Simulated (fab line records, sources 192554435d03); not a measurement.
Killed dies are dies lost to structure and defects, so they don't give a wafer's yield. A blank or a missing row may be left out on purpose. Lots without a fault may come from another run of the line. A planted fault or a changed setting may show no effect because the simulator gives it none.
Which tool did it? | flow n5_finfet | 11 lots, 33 wafers sampled, at 3 steps of a route of 1938

WHAT THE GAUGES READ, wafer by wafer
N5_BEOL_M0_SAQP_INSPECT_42: inspects for defects (brightfield).
lot  | measured     | on                | raw_defect_count
L075 | day 5 19:55  | defect_inspect-02 | 274 255 269
L078 | day 6 20:27  | defect_inspect-02 | 231 510 306
L080 | day 7 10:19  | defect_inspect-02 | 404 409 314
L082 | day 7 16:49  | defect_inspect-02 | 221 225 245
L084 | day 8 05:21  | defect_inspect-01 | 341 220 265
L087 | day 8 23:01  | defect_inspect-01 | 283 241 227
L088 | day 9 04:15  | defect_inspect-01 | 190 237 267
L090 | day 9 12:52  | defect_inspect-01 | 245 350 212
L092 | day 10 08:54 | defect_inspect-01 | 357 320 250
L094 | day 10 13:26 | defect_inspect-02 | 339 290 535
L096 | day 11 06:12 | defect_inspect-01 | 503 260 517

WHICH TOOL RAN EACH LOT (tool, then ch and the chambers of the sampled wafers, then the start)
lot  | N5_BEOL_M0_SAQP_ETCH_106           | N5_BEOL_M0_SAQP_SPACER2_ALD_26
L075 | rie_diel-02 ch 0,3, day 5 18:21    | ald_sin-01 ch 0,1,3, day 5 18:39
L078 | rie_diel-06 ch 0,2, day 6 18:51    | ald_sin-01 ch 0,1,3, day 6 19:09
L080 | rie_diel-03 ch 0,1,2, day 7 08:47  | ald_sin-04 ch 0,1,2, day 7 09:10
L082 | rie_diel-06 ch 0,3, day 7 15:19    | ald_sin-04 ch 1,2,3, day 7 15:40
L084 | rie_diel-03 ch 0,1,2, day 8 03:55  | ald_sin-04 ch 0,1, day 8 04:13
L087 | rie_diel-06 ch 0,1,2, day 8 19:51  | ald_sin-02 ch 0,1,3, day 8 21:52
L088 | rie_diel-02 ch 1,2,3, day 9 02:49  | ald_sin-04 ch 1,2, day 9 03:07
L090 | rie_diel-02 ch 1,2, day 9 11:17    | ald_sin-02 ch 0,1,2, day 9 11:36
L092 | rie_diel-02 ch 0,1, day 10 07:12   | ald_sin-02 ch 1,3, day 10 07:31
L094 | rie_diel-03 ch 1,2,3, day 10 11:52 | ald_sin-02 ch 0,1,2, day 10 12:10
L096 | rie_diel-03 ch 0,1,2, day 11 04:33 | ald_sin-01 ch 1,2, day 11 05:02
- N5_BEOL_M0_SAQP_ETCH_106: etches SOC in N2/H2, stops on SiNx, target depth 150 nm.
- N5_BEOL_M0_SAQP_SPACER2_ALD_26: deposits SiO2, target thk 15 nm, pulse time 1 s, purge time 2 s.

THE ANSWER, worked out from the rows above alone
Rule: what is usual is taken from the lots themselves. Put in order of their means at a reading, lots are off if they are a third of the lots or fewer, leave a main group of 4 or more, and stand apart from it by a gap of 3 or more times the standard deviation of the main group's means; of several such gaps the widest counts. A main group whose means are all the same, to the digits that the tables above print for the reading, isn't used. A lot without any number at a reading at which 4 lots or more have one is off too. The other lots that the step has rows for count as sound.
No lot is off at any reading shown: from this, nothing can be told.

WHAT THE SIMULATOR HAD PUT IN
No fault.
